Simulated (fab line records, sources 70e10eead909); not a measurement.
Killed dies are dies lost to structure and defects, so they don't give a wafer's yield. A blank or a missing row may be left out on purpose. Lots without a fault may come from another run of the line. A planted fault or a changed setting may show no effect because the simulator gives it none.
fab line records | flow nand_harc
record lots=14 wafers=42 last_day=32
route steps=1302 shown A_BLC@1119 A_M0@1145
lots that met no fault: from a run of the same line without faults
start_h: hours from the record's first day to the start of the lot's first wafer shown | wait_h: hours since the lot's step before | " the same as in the row above | L1.1+2: a row that stands for several wafers | - no value, or no start given | * or withheld: withheld | < > ~ a bound
route shown NAME@n: a module of which the file shows steps, and the number in the route of the first | usual: mean/standard deviation of fault-free wafers | same: alike in all rows | chamber/n: place in a boat | sites: the reading at each site | _std_site: their standard deviation | _edge_site: outer sites' mean less inner sites' | radius_mm: how far each site lies from the wafer's centre | mask NAME#n: copy n | behind: the tool/chamber that last shaped the wafer | hold: why the lot was held/for how many hours/how that ended | device: the transistor (n, p or np) that didn't switch | end of line: the same wafers' tests at the end of the route | a step without rows: its recipe alone | killed: dies lost to structure and defects at the first sort, not the wafer's yield | map: a wafer's dies, x killed, . not, _ none there
set.NAME: the setting as run; set.NAME@STEP: as run at that earlier step | model.NAME: the simulator's own value behind a step, which no gauge read
steps of the route over a sample of lots; a table a step, a row a wafer
services: from which hour (start_h, from the record's first day; less than 0 if before it) a tool's chamber was out of use, for how many hours, and why
## steps
# step NHARC_A_BLC_INSPECT_12
# usual raw_defect_count=89/39
# columns lot.wafer tool chamber start_h wait_h raw_defect_count
L419.2 defect_inspect-01 - 532.90 0.0 129
L419.3 " - " " 145
L419.5 " - " " 144
L421.1 defect_inspect-01 - 537.51 0.0 143
L421.2 " - " " 154
L421.4 " - " " 119
L420.1 defect_inspect-02 - 542.94 0.0 51
L420.4 " - " " 60
L420.6 " - " " 64
L423.1 defect_inspect-02 - 570.10 0.0 149
L423.3 " - " " 154
L423.5 " - " " 184
L427.1 defect_inspect-01 - 591.91 0.0 75
L427.4 " - " " 82
L427.5 " - " " 79
L426.3 defect_inspect-02 - 594.21 0.0 70
L426.4 " - " " 80
L426.5 " - " " 75
L422.2 defect_inspect-01 - 595.49 0.0 65
L422.3 " - " " 68
L422.4 " - " " 60
L430.1 defect_inspect-02 - 626.29 0.0 92
L430.4 " - " " 92
L430.6 " - " " 79
L429.1 defect_inspect-01 - 633.11 0.0 104
L429.2 " - " " 153
L429.4 " - " " 133
L432.1 defect_inspect-02 - 648.02 0.0 129
L432.3 " - " " 138
L432.5 " - " " 110
L434.1 defect_inspect-02 - 664.84 0.0 23
L434.4 " - " " 21
L434.5 " - " " 30
L433.4 defect_inspect-02 - 665.31 0.0 141
L433.5 " - " " 176
L433.6 " - " " 138
L437.2 defect_inspect-02 - 701.03 0.0 32
L437.5 " - " " 32
L437.6 " - " " 22
L438.4 defect_inspect-02 - 718.99 0.0 69
L438.5 " - " " 81
L438.6 " - " " 65
# step NHARC_A_BLC_STRIP_29
# recipe cf4_flow_sccm=150 ar_flow_sccm=0 bias_w=0 chemistry=CF4
# usual drypump_motor_current_A=5.90/0.29 oes_product_au=1.006/0.0093 rf_vpp_V=59.3/0.77 showerhead_plenum_p_Torr=1.72/0.039 throttle_valve_pct=13.282/0.0085
# columns lot.wafer tool chamber start_h wait_h drypump_motor_current_A oes_product_au rf_hours_counter_h rf_vpp_V showerhead_plenum_p_Torr throttle_valve_pct
L419.3 rie_diel-07 0 534.00 0.1 5.31 0.996 3 59.6 1.65 13.279
L419.2 " 1 " " 5.89 0.986 3 59.7 1.72 13.288
L419.5 " 1 " " 5.92 0.974 - 58.5 1.72 13.286
L421.2 rie_diel-11 3 538.62 0.1 5.72 1.014 9 59.3 1.74 13.282
L421.1 " 1 " " 5.94 0.999 9 61.1 1.73 13.278
L421.4 " 2 " " 5.62 1.018 8 59.9 1.73 13.274
L420.1 rie_diel-07 1 544.03 0.1 5.92 0.994 4 58.7 1.72 13.284
L420.4 " 3 " " 6.13 1.006 3 58.5 1.77 13.284
L420.6 " 1 " " 5.94 0.991 - 59.5 1.72 13.286
L423.1 rie_diel-11 3 571.21 0.1 5.73 1.025 12 59.1 1.74 13.266
L423.3 " 0 " " 5.99 1.009 12 58.3 1.69 13.286
L423.5 " 2 " " 5.64 1.004 - 60.6 1.73 13.298
L427.4 rie_diel-11 3 593.01 0.1 5.73 1.018 13 59.5 1.74 13.261
L427.1 " 2 " " 5.64 1.006 11 59.1 1.73 13.299
L427.5 " 3 " " 5.74 1.012 - 58.8 1.74 13.296
L426.3 rie_diel-07 1 595.31 0.1 5.94 1.000 7 60.0 1.72 13.290
L426.4 " 0 " " 5.34 0.990 7 59.9 1.65 13.272
L426.5 " 2 " " 6.28 1.001 - 58.9 1.74 13.275
L422.2 rie_diel-07 1 596.59 0.1 5.92 0.996 7 59.0 1.72 13.290
L422.3 " 2 " " 6.27 1.008 7 59.4 1.74 13.285
L422.4 " 0 " " 5.33 1.002 7 59.0 1.65 13.276
L430.1 rie_diel-09 0 627.57 0.1 6.18 1.007 35 59.0 1.65 13.284
L430.4 " 2 " " 5.78 1.013 38 59.2 1.76 13.288
L430.6 " 1 " " 6.60 1.016 - 60.1 1.78 13.280
L429.4 rie_diel-07 1 634.22 0.1 5.93 0.991 9 60.0 1.72 13.282
L429.1 " 2 " " 6.21 1.009 8 59.1 1.74 13.269
L429.2 " 3 " " 6.13 1.007 10 59.1 1.77 13.276
L432.1 rie_diel-11 3 649.13 0.1 5.69 1.016 3 57.8 1.74 13.277
L432.3 " 0 " " 6.04 1.014 3 59.3 1.69 13.272
L432.5 " 3 " " 5.72 1.019 - 59.5 1.74 13.300
L434.4 rie_diel-11 3 666.37 0.1 5.78 1.010 5 58.5 1.73 13.276
L434.1 " 0 " " 6.06 1.006 5 57.6 1.69 13.278
L434.5 " 0 " " 6.03 1.016 - 60.0 1.69 13.288
L433.6 rie_diel-07 1 666.46 0.1 5.92 1.009 - 59.0 1.71 13.289
L433.5 " 2 " " 6.27 1.019 - 58.5 1.74 13.283
L433.4 " 0 " " 5.34 1.007 - 59.6 1.65 13.301
L437.2 rie_diel-11 2 702.16 0.1 5.64 0.991 6 59.0 1.73 13.286
L437.6 " 0 " " 6.03 1.028 - 59.6 1.68 13.275
L437.5 " 1 " " 5.96 1.005 - 59.6 1.73 13.271
L438.5 rie_diel-07 1 720.32 0.1 5.94 1.013 - 58.9 1.71 13.281
L438.6 " 3 " " 6.14 0.992 - 59.2 1.77 13.289
L438.4 " 0 " " 5.30 0.999 - 58.6 1.64 13.282
# step NHARC_A_BLC_ALD_23
# recipe target_thk_a=30 pulse_time_s=1 ald_cycles=150 temp_c=450 material=TiN
# usual heater_power_w=1048/120 precursor_pulse_height_rel=1.000/0.02
# columns lot.wafer tool chamber start_h wait_h heater_power_w precursor_pulse_height_rel
L419.2 ald_metal-02 0 534.85 - 1057 0.948
L419.3 " 1 " " 1308 1.006
L419.5 " 3 " " 811 0.946
L421.2 ald_metal-03 2 539.39 - 1079 1.025
L421.1 " 0 " " 1188 0.990
L421.4 " 1 " " 1218 1.012
L420.1 ald_metal-02 3 544.80 - 828 0.993
L420.4 " 1 " " 1305 1.003
L420.6 " 0 " " 1068 1.002
L423.3 ald_metal-01 2 571.98 - 1054 0.986
L423.1 " 0 " " 985 0.984
L423.5 " 1 " " 983 0.990
L427.4 ald_metal-03 1 593.78 - 1134 1.007
L427.1 " 2 " " 1052 1.004
L427.5 " 1 " " 1156 0.984
L426.4 ald_metal-02 3 596.09 - 806 1.009
L426.3 " 0 " " 1092 1.006
L426.5 " 2 " " 1094 1.010
L422.3 ald_metal-01 3 597.37 - 974 1.009
L422.2 " 0 " " 981 0.994
L422.4 " 1 " " 982 1.033
L430.4 ald_metal-02 3 628.34 - 813 0.990
L430.1 " 2 " " 1103 1.050
L430.6 " 3 " " 833 0.940
L429.1 ald_metal-01 0 634.98 - 953 1.001
L429.2 " 1 " " 989 0.997
L429.4 " 2 " " 1067 0.946
L432.1 ald_metal-02 0 649.95 - 1057 0.996
L432.3 " 1 " " 1304 1.012
L432.5 " 2 " " 1137 1.002
L434.4 ald_metal-01 2 667.15 - 1055 1.025
L434.1 " 0 " " 990 0.981
L434.5 " 2 " " 1085 0.995
L433.4 ald_metal-03 1 667.29 - 1150 0.987
L433.6 " 2 " " 1137 1.022
L433.5 " 3 " " 1042 0.997
L437.2 ald_metal-01 0 702.92 - 974 1.020
L437.5 " 3 " " 960 0.977
L437.6 " 0 " " 999 1.018
L438.4 ald_metal-03 0 721.08 - 1128 0.971
L438.5 " 0 " " 1161 1.027
L438.6 " 1 " " 1150 1.028
# step NHARC_A_M0_PEB_07
# recipe peb_temp_c=100 peb_time_s=65
# usual exhaust_pa=45.4/1 heater_power_total_W=156.6/0.42 plate_temp_C=99.99/0.13
# columns lot.wafer tool chamber start_h wait_h exhaust_pa heater_power_total_W plate_temp_C
L419.2 litho_track-01 0 536.64 0.1 45.3 156.5 100.31
L419.3 " 0 " " 47.6 157.0 100.21
L419.5 " 0 " " 45.5 156.0 99.92
L421.1 litho_track-01 0 541.35 0.1 45.2 156.3 99.91
L421.2 " 0 " " 45.2 156.2 100.03
L421.4 " 0 " " 45.4 156.7 99.86
L420.1 litho_track-04 0 546.62 0.1 46.8 155.9 100.13
L420.4 " 0 " " 46.0 157.0 100.04
L420.6 " 0 " " 45.7 156.4 100.07
L423.1 litho_track-01 0 573.93 0.1 45.6 156.6 100.07
L423.3 " 0 " " 44.9 156.7 100.01
L423.5 " 0 " " 46.2 156.6 99.73
L427.1 litho_track-06 0 596.33 0.1 45.4 156.0 100.04
L427.4 " 0 " " 45.8 156.5 100.21
L427.5 " 0 " " 46.6 157.1 100.03
L426.3 litho_track-06 0 598.22 0.0 45.1 156.9 99.69
L426.4 " 0 " " 45.7 156.3 100.02
L426.5 " 0 " " 45.5 155.9 99.82
L422.2 litho_track-01 0 599.33 0.1 44.4 156.3 99.97
L422.3 " 0 " " 45.1 156.0 100.00
L422.4 " 0 " " 45.0 156.9 100.09
L430.1 litho_track-01 0 630.17 0.1 45.5 157.1 100.07
L430.4 " 0 " " 46.0 156.3 99.95
L430.6 " 0 " " 45.9 157.2 99.98
L429.1 litho_track-04 0 636.94 0.1 47.8 157.0 99.90
L429.2 " 0 " " 46.3 156.4 100.03
L429.4 " 0 " " 46.7 157.1 99.99
L432.1 litho_track-04 0 651.74 0.1 44.4 155.9 100.14
L432.3 " 0 " " 44.7 156.6 100.14
L432.5 " 0 " " 45.3 156.1 100.15
L434.1 litho_track-06 0 669.08 0.1 46.0 156.0 99.90
L434.4 " 0 " " 46.7 156.9 99.95
L434.5 " 0 " " 46.1 156.8 100.04
L433.4 litho_track-01 0 669.24 0.0 43.9 157.2 99.96
L433.5 " 0 " " 42.9 156.2 100.14
L433.6 " 0 " " 42.9 156.9 100.13
L437.2 litho_track-01 0 704.74 0.1 45.4 162.8 102.75
L437.5 " 0 " " 44.5 161.9 102.68
L437.6 " 0 " " 44.5 163.1 102.74
L438.4 litho_track-01 0 722.92 0.0 44.8 163.1 103.10
L438.5 " 0 " " 46.5 163.1 102.87
L438.6 " 0 " " 44.8 163.0 102.93
# step NHARC_A_M0_CD_MEAS_09
# recipe target_cd_nm=80 landing_energy_ev=500
# usual cd_nm=80.1/0.71
# columns lot.wafer tool chamber start_h wait_h hold cd_nm
L419.2 cd_sem-03 0 536.72 - - 80.5
L419.3 " 0 " " - 78.8
L419.5 " 0 " " - 80.3
L421.1 cd_sem-02 0 541.43 - - 79.6
L421.2 " 0 " " - 80.2
L421.4 " 0 " " - 79.3
L420.1 cd_sem-02 0 546.70 - - 80.0
L420.4 " 0 " " - 79.6
L420.6 " 0 " " - 79.4
L423.1 cd_sem-03 0 574.01 - - 80.5
L423.3 " 0 " " - 79.4
L423.5 " 0 " " - 78.6
L427.1 cd_sem-03 0 596.41 - - 81.2
L427.4 " 0 " " - 80.1
L427.5 " 0 " " - 80.4
L426.3 cd_sem-01 0 598.30 - - 79.8
L426.4 " 0 " " - 79.7
L426.5 " 0 " " - 80.6
L422.2 cd_sem-03 0 599.41 - - 78.8
L422.3 " 0 " " - 80.2
L422.4 " 0 " " - 79.6
L430.1 cd_sem-02 0 630.25 - - 79.0
L430.4 " 0 " " - 80.5
L430.6 " 0 " " - 79.6
L429.1 cd_sem-01 0 637.02 - - 80.6
L429.2 " 0 " " - 81.0
L429.4 " 0 " " - 80.9
L432.1 cd_sem-01 0 651.82 - - 79.1
L432.3 " 0 " " - 80.5
L432.5 " 0 " " - 80.3
L434.1 cd_sem-02 0 669.16 - - 80.1
L434.4 " 0 " " - 79.9
L434.5 " 0 " " - 80.8
L433.4 cd_sem-02 0 669.32 - - 80.4
L433.5 " 0 " " - 79.8
L433.6 " 0 " " - 79.7
L437.2 cd_sem-03 0 704.82 - await_dispo/0.2h/release 89.8
L437.5 " 0 " " await_dispo/0.2h/release 89.5
L437.6 " 0 " " await_dispo/0.2h/release 89.7
L437.2 cd_sem-03 0 - - - 89.6
L437.5 " 0 " " - 89.4
L437.6 " 0 " " - 89.3
L438.4 cd_sem-01 0 723.01 - await_dispo/0.2h/release 87.8
L438.5 " 0 " " await_dispo/0.2h/release 87.2
L438.6 " 0 " " await_dispo/0.2h/release 88.3
L438.4 cd_sem-01 0 - - - 87.9
L438.5 " 0 " " - 87.2
L438.6 " 0 " " - 88.0
## services
# columns tool chamber start_h hours kind
ald_metal-01 - 526.00 10.0 pm
litho_track-06 - 529.00 7.0 pm
ald_metal-03 0 540.35 16.0 repair
litho_track-04 - 553.00 7.0 pm
ald_metal-03 - 568.00 10.0 pm
rie_diel-07 3 580.59 4.2 repair
rie_diel-11 - 609.50 9.0 pm
ald_metal-02 - 610.00 10.0 pm
rie_diel-11 2 623.69 6.2 repair
ald_metal-02 - 632.37 0.7 repair
rie_diel-11 2 637.53 5.5 repair
ald_metal-01 0 645.13 7.8 repair
rie_diel-07 - 648.20 9.0 pm
rie_diel-07 3 660.31 8.3 repair
rie_diel-09 - 675.49 9.0 pm
ald_metal-02 2 678.63 30.9 repair
litho_track-01 - 680.00 7.0 pm
ald_metal-01 - 704.00 10.0 pm
litho_track-06 - 704.00 7.0 pm
rie_diel-07 0 704.07 13.6 repair
rie_diel-09 1 707.54 2.6 repair
rie_diel-07 2 711.28 44.0 repair
ald_metal-02 3 714.93 53.5 repair
ald_metal-02 0 721.25 2.2 repair
## key
first_sign step=NHARC_A_M0_PEB_07 reading=plate_temp_C direction=up sigmas=21 usual=* struck=*
effect step=NHARC_A_M0_PEB_07 reading=heater_power_total_W direction=up sigmas=15 usual=* struck=*
effect step=NHARC_A_M0_CD_MEAS_09 reading=visit direction=added through=control_loop
effect step=NHARC_A_M0_CD_MEAS_09 reading=cd_nm direction=up sigmas=12 usual=80.1 struck=88.7 through=control_loop
met_at NHARC_A_M0_PEB_07
struck_lots L437,L438
sort_left_out L437.2,L437.5,L437.6,L438.4,L438.5,L438.6
loop_trim step=NHARC_A_M0_EXPOSE_06 setting=dose lots=L438
not_acting_at NHARC_A_BLC_INSPECT_12,NHARC_A_BLC_STRIP_29,NHARC_A_BLC_ALD_23
onset_between 669.24 704.74
fault kind=process_parameter_drift tool=litho_track-01 chamber=- onset_h=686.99 steps=NHARC_A_M0_PEB_07 channel=peb_temp_c offset=* shape=step end_h=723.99 acts_in=* stated=*
# sort_left_out: the simulated sort isn't trusted on such a fault, so these wafers' sort isn't shown, and their yield isn't known
# loop_trim: a control loop set the setting to another value than it would have without faults
